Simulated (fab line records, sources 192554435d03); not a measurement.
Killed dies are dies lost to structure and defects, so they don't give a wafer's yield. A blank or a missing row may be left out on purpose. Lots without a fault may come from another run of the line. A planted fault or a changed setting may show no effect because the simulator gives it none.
fab line records | flow n5_finfet | part 1 of 2: steps 1 to 18 of 24
record lots=5 wafers=15 last_day=17
route steps=1938 shown BEOL_M4@1047
lots that met no fault: from a run of the same line without faults
start_h: hours from the record's first day to the start of the lot's first wafer shown | wait_h: hours since the lot's step before | " the same as in the row above | L1.1+2: a row that stands for several wafers | - no value, or no start given | * or withheld: withheld | < > ~ a bound
route shown NAME@n: a module of which the file shows steps, and the number in the route of the first | usual: mean/standard deviation of fault-free wafers | same: alike in all rows | chamber/n: place in a boat | sites: the reading at each site | _std_site: their standard deviation | _edge_site: outer sites' mean less inner sites' | radius_mm: how far each site lies from the wafer's centre | mask NAME#n: copy n | behind: the tool/chamber that last shaped the wafer | hold: why the lot was held/for how many hours/how that ended | device: the transistor (n, p or np) that didn't switch | end of line: the same wafers' tests at the end of the route | a step without rows: its recipe alone | killed: dies lost to structure and defects at the first sort, not the wafer's yield | map: a wafer's dies, x killed, . not, _ none there
set.NAME: the setting as run; set.NAME@STEP: as run at that earlier step | model.NAME: the simulator's own value behind a step, which no gauge read
lots at some steps of the route; a table a step, a row a wafer
services: from which hour (start_h, from the record's first day; less than 0 if before it) a tool's chamber was out of use, for how many hours, and why
## steps
# step N5_BEOL_M4_COAT_67
# recipe resist=SOC temp_c=250 time_s=60 spin_rpm=1500 resist_thk_nm=60
# usual chill_plate_temp_C=23.01/0.099
# columns lot.wafer tool chamber start_h wait_h chill_plate_temp_C
L082.2 litho_track-05 0 202.89 0.0 22.97
L082.3 " 0 " " 22.91
L082.6 " 0 " " 23.00
L083.2 litho_track-02 0 219.76 0.0 23.01
L083.3 " 0 " " 23.22
L083.5 " 0 " " 23.03
L086.3 litho_track-05 0 229.15 0.0 22.81
L086.5 " 0 " " 22.82
L086.6 " 0 " " 22.93
L090.1 litho_track-05 0 256.95 0.0 23.00
L090.2 " 0 " " 22.98
L090.5 " 0 " " 23.25
L096.1 litho_track-05 0 293.60 0.0 23.15
L096.2 " 0 " " 23.08
L096.4 " 0 " " 23.25
# step N5_BEOL_M4_COAT_68
# recipe resist=SiARC temp_c=220 time_s=60 spin_rpm=1500 resist_thk_nm=12
# usual chill_plate_temp_C=22.99/0.1
# columns lot.wafer tool chamber start_h wait_h chill_plate_temp_C
L082.2 litho_track-05 0 - - 22.83
L082.3 " 0 " " 22.92
L082.6 " 0 " " 23.02
L083.2 litho_track-02 0 - - 23.07
L083.3 " 0 " " 23.06
L083.5 " 0 " " 23.08
L086.3 litho_track-05 0 - - 23.12
L086.5 " 0 " " 22.99
L086.6 " 0 " " 22.98
L090.1 litho_track-05 0 - - 23.02
L090.2 " 0 " " 22.98
L090.5 " 0 " " 23.02
L096.1 litho_track-05 0 - - 22.96
L096.2 " 0 " " 22.84
L096.4 " 0 " " 22.78
# step N5_BEOL_M4_COAT_76
# recipe resist=underlayer temp_c=205 time_s=60 spin_rpm=1500 resist_thk_nm=5
# usual chill_plate_temp_C=23.02/0.12
# columns lot.wafer tool chamber start_h wait_h chill_plate_temp_C
L082.2 litho_track-05 0 - - 23.03
L082.3 " 0 " " 23.03
L082.6 " 0 " " 22.99
L083.2 litho_track-02 0 - - 23.21
L083.3 " 0 " " 22.92
L083.5 " 0 " " 22.94
L086.3 litho_track-05 0 - - 23.14
L086.5 " 0 " " 23.14
L086.6 " 0 " " 23.14
L090.1 litho_track-05 0 - - 23.18
L090.2 " 0 " " 23.07
L090.5 " 0 " " 23.26
L096.1 litho_track-05 0 - - 23.09
L096.2 " 0 " " 23.03
L096.4 " 0 " " 23.06
# step N5_BEOL_M4_COAT_22
# recipe resist=CAR-EUV spin_rpm=1500 resist_thk_nm=30
# usual chill_plate_temp_C=23.01/0.1
# columns lot.wafer tool chamber start_h wait_h chill_plate_temp_C
L082.2 litho_track-05 0 - - 23.10
L082.3 " 0 " " 22.98
L082.6 " 0 " " 22.88
L083.2 litho_track-02 0 - - 23.05
L083.3 " 0 " " 23.02
L083.5 " 0 " " 23.12
L086.3 litho_track-05 0 - - 23.02
L086.5 " 0 " " 22.85
L086.6 " 0 " " 22.99
L090.1 litho_track-05 0 - - 23.03
L090.2 " 0 " " 23.02
L090.5 " 0 " " 23.10
L096.1 litho_track-05 0 - - 23.18
L096.2 " 0 " " 23.11
L096.4 " 0 " " 23.23
# step N5_BEOL_M4_EBR_24
# recipe solvent=PGMEA ebr_width_mm=1.5
# usual chill_plate_temp_C=22.98/0.11
# columns lot.wafer tool chamber start_h wait_h chill_plate_temp_C
L082.2 litho_track-05 0 - - 23.02
L082.3 " 0 " " 23.15
L082.6 " 0 " " 22.98
L083.2 litho_track-02 0 - - 23.05
L083.3 " 0 " " 22.94
L083.5 " 0 " " 22.85
L086.3 litho_track-05 0 - - 22.94
L086.5 " 0 " " 22.83
L086.6 " 0 " " 22.86
L090.1 litho_track-05 0 - - 22.77
L090.2 " 0 " " 22.93
L090.5 " 0 " " 22.78
L096.1 litho_track-05 0 - - 22.99
L096.2 " 0 " " 23.05
L096.4 " 0 " " 22.96
# step N5_BEOL_M4_SOFTBAKE_23
# recipe temp_c=110 time_s=60 resist=CAR-EUV
# usual chill_plate_temp_C=22.97/0.091
# columns lot.wafer tool chamber start_h wait_h chill_plate_temp_C
L082.2 litho_track-05 0 - - 23.08
L082.3 " 0 " " 22.93
L082.6 " 0 " " 23.08
L083.2 litho_track-02 0 - - 23.03
L083.3 " 0 " " 22.96
L083.5 " 0 " " 22.95
L086.3 litho_track-05 0 - - 22.95
L086.5 " 0 " " 22.97
L086.6 " 0 " " 22.98
L090.1 litho_track-05 0 - - 22.98
L090.2 " 0 " " 23.02
L090.5 " 0 " " 23.03
L096.1 litho_track-05 0 - - 22.99
L096.2 " 0 " " 23.05
L096.4 " 0 " " 23.12
# step N5_BEOL_M4_EXPOSE_25
# recipe mask_id=V3 na=0.33 source_shape=quasar sigma_inner=0.2 sigma_outer=0.8 polarization=unpolarized defocus_nm=5 dose_mj=63
# usual exposure_dose_mJ_cm2=62.89/0.073
# columns lot.wafer tool chamber start_h wait_h mask exposure_dose_mJ_cm2
L082.2 euv_scanner-01 0 203.03 - V3#0 62.89
L082.3 " 0 " " V3#0 62.79
L082.6 " 0 " " V3#0 62.80
L083.2 euv_scanner-02 0 220.04 - V3#0 62.85
L083.3 " 0 " " V3#0 62.80
L083.5 " 0 " " V3#0 62.74
L086.3 euv_scanner-02 0 229.31 - V3#0 62.98
L086.5 " 0 " " V3#0 63.02
L086.6 " 0 " " V3#0 62.95
L090.1 euv_scanner-02 0 257.22 - V3#0 62.99
L090.2 " 0 " " V3#0 62.92
L090.5 " 0 " " V3#0 62.93
L096.1 euv_scanner-02 0 293.74 - V3#0 62.85
L096.2 " 0 " " V3#0 62.96
L096.4 " 0 " " V3#0 62.86
# step N5_BEOL_M4_PEB_26
# recipe peb_temp_c=100 peb_time_s=60 resist=CAR-EUV
# usual chill_plate_temp_C=23.01/0.087
# columns lot.wafer tool chamber start_h wait_h chill_plate_temp_C
L082.2 litho_track-02 0 203.10 0.1 23.05
L082.3 " 0 " " 22.85
L082.6 " 0 " " 22.93
L083.2 litho_track-04 0 220.11 0.1 23.01
L083.3 " 0 " " 22.84
L083.5 " 0 " " 23.00
L086.3 litho_track-05 0 229.37 0.1 23.06
L086.5 " 0 " " 23.04
L086.6 " 0 " " 23.03
L090.1 litho_track-04 0 257.29 0.1 23.05
L090.2 " 0 " " 23.06
L090.5 " 0 " " 22.89
L096.1 litho_track-02 0 293.81 0.1 22.98
L096.2 " 0 " " 22.97
L096.4 " 0 " " 23.00
# step N5_BEOL_M4_DEVELOP_27
# recipe develop_time_s=30 developer=TMAH resist=CAR-EUV rinse_liquid=surfactant_rinse dry=air_spin dev_temp_c=23
# usual chill_plate_temp_C=23.00/0.11
# columns lot.wafer tool chamber start_h wait_h chill_plate_temp_C
L082.2 litho_track-02 0 - - 22.80
L082.3 " 0 " " 22.93
L082.6 " 0 " " 23.04
L083.2 litho_track-04 0 - - 22.94
L083.3 " 0 " " 22.91
L083.5 " 0 " " 22.93
L086.3 litho_track-05 0 - - 22.96
L086.5 " 0 " " 23.17
L086.6 " 0 " " 22.96
L090.1 litho_track-04 0 - - 23.03
L090.2 " 0 " " 23.14
L090.5 " 0 " " 22.99
L096.1 litho_track-02 0 - - 23.03
L096.2 " 0 " " 23.02
L096.4 " 0 " " 23.17
# step N5_BEOL_M4_CD_MEAS_28
# recipe target_cd_nm=26.2 landing_energy_ev=500 detector=se_inlens target_cd_y_nm=24.1 polarity=opening
# usual cd_nm=26.27/0.26
# columns lot.wafer tool chamber start_h wait_h cd_nm
L082.2 cd_sem-02 0 203.17 - 26.05
L082.3 " 0 " " 26.22
L082.6 " 0 " " 26.54
L083.2 cd_sem-02 0 220.17 - 26.39
L083.3 " 0 " " 26.03
L083.5 " 0 " " 26.12
L086.3 cd_sem-01 0 229.44 - 26.55
L086.5 " 0 " " 26.33
L086.6 " 0 " " 25.87
L090.1 cd_sem-02 0 257.36 - 26.09
L090.2 " 0 " " 26.24
L090.5 " 0 " " 25.92
L096.1 cd_sem-02 0 293.88 - 26.57
L096.2 " 0 " " 26.32
L096.4 " 0 " " 26.15
# step N5_BEOL_M4_OVL_MEAS_29
# recipe points_per_wafer=522
# usual V3_OVL=0.0/0.68
# columns lot.wafer tool chamber start_h wait_h V3_OVL[nm]
L082.2 overlay-02 0 203.20 0.0 -0.8
L082.3 " 0 " " -0.4
L082.6 " 0 " " -0.8
L083.2 overlay-01 0 220.21 0.0 -0.5
L083.3 " 0 " " -0.1
L083.5 " 0 " " 0.0
L086.3 overlay-01 0 229.48 0.0 1.1
L086.5 " 0 " " 0.3
L086.6 " 0 " " 0.2
L090.1 overlay-01 0 257.39 0.0 -0.2
L090.2 " 0 " " 1.3
L090.5 " 0 " " 0.9
L096.1 overlay-01 0 293.91 0.0 0.0
L096.2 " 0 " " 0.7
L096.4 " 0 " " -0.1
# step N5_BEOL_M4_INSPECT_30
# recipe mode=adi inspect_instrument=brightfield
# usual raw_defect_count=404/94
# columns lot.wafer tool chamber start_h wait_h raw_defect_count
L082.2 defect_inspect-01 - 203.26 0.0 384
L082.3 " - " " 392
L082.6 " - " " 437
L083.2 defect_inspect-02 - 220.26 0.0 508
L083.3 " - " " 374
L083.5 " - " " 485
L086.3 defect_inspect-01 - 229.53 0.0 439
L086.5 " - " " 386
L086.6 " - " " 277
L090.1 defect_inspect-01 - 257.45 0.1 365
L090.2 " - " " 292
L090.5 " - " " 249
L096.1 defect_inspect-02 - 293.97 0.1 387
L096.2 " - " " 790
L096.4 " - " " 473
# step N5_BEOL_M4_DESCUM_33
# recipe chemistry=O2 time_s=7 source_power_w=50 bias_power_w=20 pressure_mtorr=20 rf_frequency_hz=2.712e+07 temp_c=40 resist=CAR-EUV o2_flow_sccm=225
# usual drypump_motor_current_A=5.9/0.34 oes_product_au=0.81/0.091 rf_fwd_power_W=49.34/0.23 rf_vpp_V=243.3/1.3 showerhead_plenum_p_Torr=2.10/0.077 throttle_valve_pct=20.29/0.16
# columns lot.wafer tool chamber start_h wait_h drypump_motor_current_A oes_product_au rf_fwd_power_W rf_hours_counter_h rf_vpp_V showerhead_plenum_p_Torr throttle_valve_pct
L082.2 rie_diel-04 3 203.29 0.0 5.5 0.82 49.49 68 243.5 2.02 20.13
L082.3 " 2 " " 6.2 0.70 49.17 248 242.8 2.07 20.69
L082.6 " 3 " " 5.5 0.80 49.67 - 242.3 2.02 20.11
L083.2 rie_diel-02 3 220.29 0.0 6.3 0.71 49.59 213 243.9 2.15 20.10
L083.3 " 0 " " 5.9 0.88 49.43 65 243.2 2.11 20.27
L083.5 " 2 " " 5.9 0.73 49.34 - 242.6 1.99 20.41
L086.3 rie_diel-02 3 229.56 0.0 6.3 0.70 49.33 219 243.5 2.15 20.11
L086.5 " 3 " " 6.3 0.70 49.19 - 244.8 2.15 20.11
L086.6 " 0 " " 6.0 0.86 49.43 - 243.1 2.11 20.27
L090.1 rie_diel-02 3 257.48 0.0 6.3 0.70 49.63 231 243.6 2.14 20.13
L090.2 " 2 " " 5.9 0.72 49.41 197 242.8 1.99 20.43
L090.5 " 0 " " 6.0 0.86 49.45 - 244.9 2.11 20.31
L096.1 rie_diel-03 1 294.00 0.0 6.2 0.83 49.44 53 243.6 2.14 20.51
L096.2 " 2 " " 4.7 0.87 49.55 29 244.0 2.04 20.25
L096.4 " 3 " " 6.1 0.80 49.47 97 243.4 2.10 20.35
# step N5_BEOL_M4_ETCH_77
# recipe chemistry=N2/H2 target=underlayer target_depth_a=65 mask_material=CAR-EUV time_s=5.2 ion_energy_ev=200 pressure_mtorr=30 source_w=840 bias_w=150 n2_flow_sccm=200 h2_flow_sccm=200 ends=cleared
# usual drypump_motor_current_A=5.9/0.34 etch_rf_on_time_s=5.17/0.11 n2_flow_sccm=200.1/0.61 oes_product_au=0.69/0.081 rf_fwd_power_W=819.2/2.8 rf_vpp_V=524.3/2.9 showerhead_plenum_p_Torr=2.55/0.086 throttle_valve_pct=17.76/0.19
# columns lot.wafer tool chamber start_h wait_h drypump_motor_current_A etch_rf_on_time_s n2_flow_sccm oes_product_au rf_fwd_power_W rf_hours_counter_h rf_vpp_V showerhead_plenum_p_Torr throttle_valve_pct
L082.2 rie_diel-04 3 203.33 0.0 5.5 5.17 200.3 0.70 818.5 68 522.6 2.47 17.71
L082.3 " 2 " " 6.3 5.19 199.7 0.60 821.3 248 521.6 2.50 18.03
L082.6 " 3 " " 5.5 5.14 200.3 0.70 817.5 - 520.0 2.47 17.69
L083.2 rie_diel-02 3 220.33 0.0 6.3 5.44 199.7 0.58 817.5 213 526.3 2.63 17.69
L083.3 " 0 " " 5.9 5.09 201.2 0.75 819.4 65 523.7 2.57 17.71
L083.5 " 2 " " 5.9 5.22 200.4 0.63 818.6 - 520.3 2.44 18.06
L086.3 rie_diel-02 3 229.59 0.0 6.3 5.37 199.9 0.60 819.4 219 525.8 2.63 17.70
L086.5 " 3 " " 6.3 5.39 199.9 0.57 822.4 - 524.6 2.63 17.71
L086.6 " 0 " " 5.9 5.05 199.3 0.72 819.5 - 523.4 2.56 17.72
L090.1 rie_diel-02 3 257.52 0.0 6.3 5.32 199.7 0.58 819.0 231 525.5 2.62 17.71
L090.2 " 2 " " 5.9 5.18 199.3 0.61 818.3 197 520.0 2.44 18.08
L090.5 " 0 " " 5.9 5.00 201.0 0.73 816.6 - 526.9 2.56 17.72
L096.1 rie_diel-03 1 294.04 0.0 6.3 5.21 200.0 0.71 821.4 53 524.7 2.59 17.88
L096.2 " 2 " " 4.8 5.04 200.2 0.76 821.5 29 523.2 2.47 17.59
L096.4 " 3 " " 6.1 5.35 200.5 0.67 818.6 97 524.1 2.56 17.83
# step N5_BEOL_M4_ETCH_69
# recipe chemistry=CF4 target=SiARC target_depth_a=156 mask_material=CAR-EUV time_s=26 ion_energy_ev=80 pressure_mtorr=40 source_w=545 bias_w=36 Ar_flow_sccm=100 cf4_flow_sccm=100 ends=cleared
# usual drypump_motor_current_A=5.9/0.34 etch_rf_on_time_s=25.9/0.58 oes_product_au=0.69/0.08 rf_fwd_power_W=531.9/1.8 rf_vpp_V=184.2/1.2 showerhead_plenum_p_Torr=2.15/0.072 throttle_valve_pct=15.50/0.14
# columns lot.wafer tool chamber start_h wait_h drypump_motor_current_A etch_rf_on_time_s oes_product_au rf_fwd_power_W rf_hours_counter_h rf_vpp_V showerhead_plenum_p_Torr throttle_valve_pct
L082.2 rie_diel-04 3 203.34 0.0 5.6 25.7 0.71 531.4 68 185.7 2.08 15.40
L082.3 " 2 " " 6.3 25.9 0.60 528.9 248 184.0 2.11 15.80
L082.6 " 3 " " 5.5 25.8 0.71 533.9 - 181.2 2.08 15.43
L083.2 rie_diel-02 3 220.35 0.0 6.3 26.9 0.59 530.9 213 185.0 2.20 15.45
L083.3 " 0 " " 5.9 25.3 0.74 529.7 65 183.7 2.17 15.44
L083.5 " 0 " " 5.9 25.1 0.74 530.6 - 183.7 2.17 15.43
L086.3 rie_diel-02 3 229.61 0.0 6.3 26.8 0.59 530.1 219 184.9 2.20 15.45
L086.5 " 3 " " 6.3 27.0 0.58 531.6 - 185.1 2.20 15.45
L086.6 " 0 " " 5.9 25.5 0.73 531.7 - 184.1 2.17 15.45
L090.1 rie_diel-02 3 257.54 0.0 6.3 26.7 0.58 531.3 231 183.6 2.20 15.47
L090.2 " 2 " " 5.9 25.6 0.62 530.4 197 181.9 2.04 15.70
L090.5 " 0 " " 5.9 25.6 0.72 530.8 - 183.0 2.16 15.46
L096.1 rie_diel-03 1 294.06 0.0 6.2 26.0 0.72 530.9 53 183.7 2.18 15.51
L096.2 " 2 " " 4.8 25.4 0.76 531.1 29 183.4 2.09 15.44
L096.4 " 3 " " 6.1 26.7 0.68 532.2 97 184.2 2.15 15.60
# step N5_BEOL_M4_ALD_98
# recipe material=SiO2 target_thk_a=25 temp_c=100 ald_precursor_family=BDEAS ald_co_reactant=O2-plasma pulse_time_s=1 co_reactant_pulse_time_s=1 purge_time_s=2 co_reactant_purge_time_s=2 ald_cycles=17 pressure_torr=2
# usual heater_power_w=75/6.2 precursor_pulse_height_rel=1.002/0.02
# columns lot.wafer tool chamber start_h wait_h heater_power_w precursor_pulse_height_rel
L082.2 ald_sin-03 1 203.42 0.1 64 1.001
L082.3 " 0 " " 70 0.994
L082.6 " 3 " " 72 0.994
L083.2 ald_sin-01 0 220.60 0.2 75 0.997
L083.3 " 1 " " 68 1.039
L083.5 " 0 " " 76 0.958
L086.3 ald_sin-03 0 229.75 0.1 72 1.000
L086.5 " 2 " " 78 1.005
L086.6 " 0 " " 71 0.992
L090.1 ald_sin-01 0 257.62 0.1 75 0.998
L090.2 " 3 " " 85 1.024
L090.5 " 3 " " 87 1.003
L096.1 ald_sin-02 0 294.47 0.4 77 0.998
L096.2 " 2 " " 80 1.002
L096.4 " 1 " " 77 0.979
# step N5_BEOL_M4_ETCHBACK_99
# recipe chemistry=CHF3 target=SiO2 target_depth_a=50 time_s=10.4 source_w=215 bias_w=47 Ar_flow_sccm=200 CHF3_flow_sccm=12 ion_energy_ev=100 pressure_mtorr=30
# usual drypump_motor_current_A=5.8/0.39 oes_f_703_au=0.81/0.088 oes_product_au=0.81/0.089 rf_fwd_power_W=212.4/0.78 rf_vpp_V=243/6.2 showerhead_plenum_p_Torr=2.16/0.072 throttle_valve_pct=16.99/0.12
# columns lot.wafer tool chamber start_h wait_h drypump_motor_current_A oes_f_703_au oes_product_au rf_fwd_power_W rf_hours_counter_h rf_vpp_V showerhead_plenum_p_Torr throttle_valve_pct
L082.2 rie_diel-02 1 211.83 8.4 5.6 0.71 0.68 213.2 247 236 2.02 17.16
L082.3 " 3 " " 6.2 0.68 0.70 212.5 210 248 2.23 16.90
L082.6 " 3 " " 6.3 0.68 0.70 211.9 - 248 2.23 16.92
L083.2 rie_diel-02 3 226.37 5.7 6.3 0.68 0.69 212.1 217 249 2.22 16.92
L083.3 " 3 " " 6.3 0.68 0.69 211.6 - 248 2.22 16.92
L083.5 " 3 " " 6.3 0.67 0.69 211.6 - 249 2.22 16.92
L086.3 rie_diel-02 3 233.16 3.4 6.3 0.67 0.69 212.1 220 249 2.22 16.92
L086.5 " 2 " " 5.9 0.75 0.72 211.7 - 232 2.06 17.17
L086.6 " 0 " " 5.9 0.84 0.87 212.1 - 247 2.18 16.91
L090.1 rie_diel-03 1 260.62 2.9 6.2 0.85 0.86 213.3 42 246 2.21 17.08
L090.2 " 3 " " 6.1 0.80 0.81 211.5 85 248 2.17 17.00
L090.5 " 3 " " 6.1 0.79 0.81 212.1 - 248 2.17 17.00
L096.1 rie_diel-02 3 300.50 6.0 6.3 0.66 0.67 211.5 246 249 2.21 16.98
L096.2 " 1 " " 5.6 0.95 0.90 213.4 19 239 2.28 16.76
L096.4 " 0 " " 5.9 0.81 0.84 211.7 97 248 2.17 16.96
# step N5_BEOL_M4_ETCH_70
# recipe chemistry=N2/H2 target=SOC target_depth_a=800 overetch_a=240 mask_material=SiARC temp_c=40 time_s=130 ion_energy_ev=200 pressure_mtorr=30 source_w=840 bias_w=150 n2_flow_sccm=200 h2_flow_sccm=200
# usual drypump_motor_current_A=5.9/0.39 n2_flow_sccm=200.0/0.59 oes_product_au=0.60/0.061 rf_fwd_power_W=835.4/2.7 rf_vpp_V=524.0/2.5 showerhead_plenum_p_Torr=2.55/0.082 throttle_valve_pct=17.72/0.16
# columns lot.wafer tool chamber start_h wait_h drypump_motor_current_A n2_flow_sccm oes_product_au rf_fwd_power_W rf_hours_counter_h rf_vpp_V showerhead_plenum_p_Torr throttle_valve_pct
L082.2 rie_diel-02 1 211.86 0.0 5.6 200.5 0.50 836.6 247 520.1 2.39 17.80
L082.3 " 3 " " 6.3 200.1 0.52 832.8 210 526.5 2.63 17.66
L082.6 " 3 " " 6.3 200.3 0.52 828.3 - 527.2 2.63 17.64
L083.2 rie_diel-02 3 226.43 0.0 6.3 200.2 0.51 834.1 217 526.5 2.63 17.66
L083.3 " 3 " " 6.3 199.8 0.52 837.7 - 526.3 2.63 17.65
L083.5 " 3 " " 6.3 200.0 0.52 836.4 - 527.4 2.63 17.66
L086.3 rie_diel-02 3 233.20 0.0 6.3 199.9 0.52 833.6 220 527.3 2.63 17.66
L086.5 " 2 " " 5.9 200.8 0.54 834.2 - 520.4 2.44 18.03
L086.6 " 0 " " 6.0 200.2 0.63 831.3 - 524.7 2.56 17.66
L090.1 rie_diel-03 1 260.65 0.0 6.2 201.0 0.63 835.6 42 524.9 2.60 17.82
L090.2 " 3 " " 6.1 199.9 0.60 832.6 85 523.1 2.57 17.77
L090.5 " 3 " " 6.1 200.0 0.60 833.9 - 524.1 2.57 17.75
L096.1 rie_diel-02 3 300.53 0.0 6.3 200.2 0.50 829.9 246 524.6 2.62 17.72
L096.2 " 1 " " 5.6 199.2 0.66 834.2 19 528.2 2.70 17.41
L096.4 " 0 " " 5.9 200.2 0.61 835.1 97 524.8 2.55 17.70
